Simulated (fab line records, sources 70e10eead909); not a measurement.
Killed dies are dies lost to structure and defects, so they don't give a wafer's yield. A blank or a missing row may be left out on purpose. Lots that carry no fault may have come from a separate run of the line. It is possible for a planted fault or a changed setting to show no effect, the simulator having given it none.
Matching of chambers + flow nand-harc + NHARC_A_STAIRCASE_DESCUM_219 on rie-diel-11 has 4 sister chambers
The step chemistry O2, time 3 s. 7 wafers are shown with their chamber, then 8 later ones without.

EACH WAFER AND ITS CHAMBER
| wafer  | chamber | drypump-motor-current-A (A) | showerhead-plenum-p-Torr (Torr) |
|--------|---------|-----------------------------|---------------------------------|
| L074.6 | 2       | 6.4                         | 1.77                            |
| L083.6 | 3       | 5.4                         | 1.80                            |
| L090.5 | 0       | 5.6                         | 1.87                            |
| L091.2 | 1       | 5.4                         | 1.96                            |
| L091.4 | 0       | 5.5                         | 1.87                            |
| L091.5 | 2       | 6.4                         | 2.07                            |
| L092.1 | 1       | 5.4                         | 1.96                            |

WAFERS MISSING THEIR CHAMBER
| wafer  | drypump-motor-current-A (A) | showerhead-plenum-p-Torr (Torr) |
|--------|-----------------------------|---------------------------------|
| L092.3 | 6.4                         | 2.06                            |
| L092.5 | 5.4                         | 1.79                            |
| L094.1 | 6.4                         | 2.06                            |
| L094.2 | 5.5                         | 1.87                            |
| L094.3 | 5.4                         | 1.79                            |
| L093.1 | 6.4                         | 2.06                            |
| L093.2 | 5.3                         | 1.79                            |
| L093.4 | 5.4                         | 1.95                            |

WHICH CHAMBER EACH WENT THROUGH
| wafer  | from the rows above          | in truth |
|--------|------------------------------|----------|
| L092.3 | 2                            | 2        |
| L092.5 | can't be placed: 3 or 1      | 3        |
| L094.1 | 2                            | 2        |
| L094.2 | can't be placed: 0 or 3 or 1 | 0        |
| L094.3 | can't be placed: 3 or 1      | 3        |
| L093.1 | 2                            | 2        |
| L093.2 | can't be placed: 3 or 1      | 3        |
| L093.4 | can't be placed: 1 or 3      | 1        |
3 of 8 placed correctly. Not placeable from these rows: 5 (in 5, the candidates include the true chamber). Wrongly placed: 0.
How it was worked out, from the rows above alone: a wafer's distance from a chamber is the root of the sum, over the readings, of the square of ((its reading less the chamber's mean) divided by the reading's scatter). The wafer belongs to the nearest chamber; if the next one is less than 2 further off, it can't be placed. Each chamber's mean is taken over the wafers shown for it. The scatter: the root of (the sum of the squares of (reading less its chamber's mean) over the shown wafers, divided by (wafers less chambers)).
